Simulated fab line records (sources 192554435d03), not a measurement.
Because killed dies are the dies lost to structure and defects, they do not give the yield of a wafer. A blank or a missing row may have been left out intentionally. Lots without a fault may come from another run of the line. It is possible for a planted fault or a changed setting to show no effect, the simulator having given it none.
Split-lot experiment	flow n5 finfet	route with 1938 steps; 7 lots, 39 wafers read

## ABOUT THE SPLIT
At N5_PMOS_HMC_CHANNEL_EPI_EPI_20 (deposits SiGe30, target thk 59 nm), the setting temp c was moved away from the recipe's 600 C on 18 of the 39 wafers read, by -1.1% to +1.1%. This setting was run at the recipe's value on the other wafers.

The split's own step is where the reading is taken.

## THE READING
SiGe30_of_PMOS_HMC_CHANNEL_EPI_EPI_20.thk nm (the simulator's own value, which no gauge read), in nm, at N5_PMOS_HMC_CHANNEL_EPI_EPI_20 (deposits SiGe30, target thk 59 nm). The file does not state a usual value for it. Average 59.04 nm, standard deviation 0.51 nm, over the 21 wafers here run with the recipe.

wafer	tool, chamber at the split	temp c as run, C	against the recipe	SiGe30_of_PMOS_HMC_CHANNEL_EPI_EPI_20.thk nm, nm	against lot-mates on the recipe
L080.1	epi rpcvd-04, 0	595.1	-0.8%	54.41	-5.13
L080.2	epi rpcvd-04, 0	600	recipe	59.88	-
L080.3	epi rpcvd-04, 0	600	recipe	59.6	-
L080.4	epi rpcvd-04, 0	600	recipe	59.13	-
L080.5	epi rpcvd-04, 0	595.1	-0.8%	54.62	-4.92
L080.6	epi rpcvd-04, 0	595.1	-0.8%	54.6	-4.94
L081.1	epi rpcvd-03, 0	604.2	+0.7%	64.14	+4.87
L081.2	epi rpcvd-03, 0	600	recipe	58.79	-
L081.3	epi rpcvd-03, 0	600	recipe	59.81	-
L081.4	epi rpcvd-03, 0	604.2	+0.7%	63.63	+4.36
L081.5	epi rpcvd-03, 0	604.2	+0.7%	62.33	+3.06
L081.6	epi rpcvd-03, 0	600	recipe	59.22	-
L083.1	epi rpcvd-03, 0	600	recipe	58.85	-
L083.3	epi rpcvd-03, 0	600	recipe	59.71	-
L083.6	epi rpcvd-03, 0	600	recipe	59.21	-
L084.1	epi rpcvd-02, 0	600	recipe	59.29	-
L084.2	epi rpcvd-02, 0	606.5	+1.1%	66.36	+7.04
L084.3	epi rpcvd-02, 0	606.5	+1.1%	67.09	+7.77
L084.4	epi rpcvd-02, 0	606.5	+1.1%	66.37	+7.05
L084.5	epi rpcvd-02, 0	600	recipe	59.37	-
L084.6	epi rpcvd-02, 0	600	recipe	59.31	-
L090.1	epi rpcvd-03, 0	600	recipe	59.25	-
L090.2	epi rpcvd-03, 0	603.2	+0.5%	62.33	+3.26
L090.3	epi rpcvd-03, 0	603.2	+0.5%	62.74	+3.67
L090.4	epi rpcvd-03, 0	603.2	+0.5%	62.46	+3.39
L090.5	epi rpcvd-03, 0	600	recipe	59.31	-
L090.6	epi rpcvd-03, 0	600	recipe	58.64	-
L091.1	epi rpcvd-04, 0	600	recipe	58.38	-
L091.2	epi rpcvd-04, 0	600	recipe	57.96	-
L091.3	epi rpcvd-04, 0	600	recipe	58.75	-
L091.4	epi rpcvd-04, 0	605.1	+0.8%	64.97	+6.61
L091.5	epi rpcvd-04, 0	605.1	+0.8%	64.53	+6.17
L091.6	epi rpcvd-04, 0	605.1	+0.8%	63.95	+5.59
L097.1	epi rpcvd-03, 0	600	recipe	58.67	-
L097.2	epi rpcvd-03, 0	593.4	-1.1%	52.09	-6.37
L097.3	epi rpcvd-03, 0	600	recipe	58.41	-
L097.4	epi rpcvd-03, 0	593.4	-1.1%	51.73	-6.73
L097.5	epi rpcvd-03, 0	600	recipe	58.3	-
L097.6	epi rpcvd-03, 0	593.4	-1.1%	51.54	-6.92

FIT RESULTS
A straight line over all 39 wafers: SiGe30_of_PMOS_HMC_CHANNEL_EPI_EPI_20.thk nm changes by +6.43 nm for each +1% of temp c; r = +0.99; the points scatter about the line by 0.55 nm.
The same after taking each lot's own level away (the mean of its wafers on the recipe; 39 wafers): +6.4 nm for each +1%; r = +0.99; scatter 0.44 nm.
According to that fit, moving temp c by its largest amount changes the reading by 7 nm.
The span of the lots' own levels, 58.363 to 59.537 nm, comes to 2.3 times the standard deviation stated above.
Consequently the slope shifts little with the lot-to-lot level, the two slopes agreeing.
Check: -7.03 nm against its lot-mates is what the line predicts for one of the wafers moved furthest among these (-1.1%) when that wafer is left out of the fit. It came out at -6.37 nm against them.

## THE FILE'S OWN FIT
SiGe30_of_PMOS_HMC_CHANNEL_EPI_EPI_20.thk nm changes by +6.43 nm for each +1% of temp c, r = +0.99.
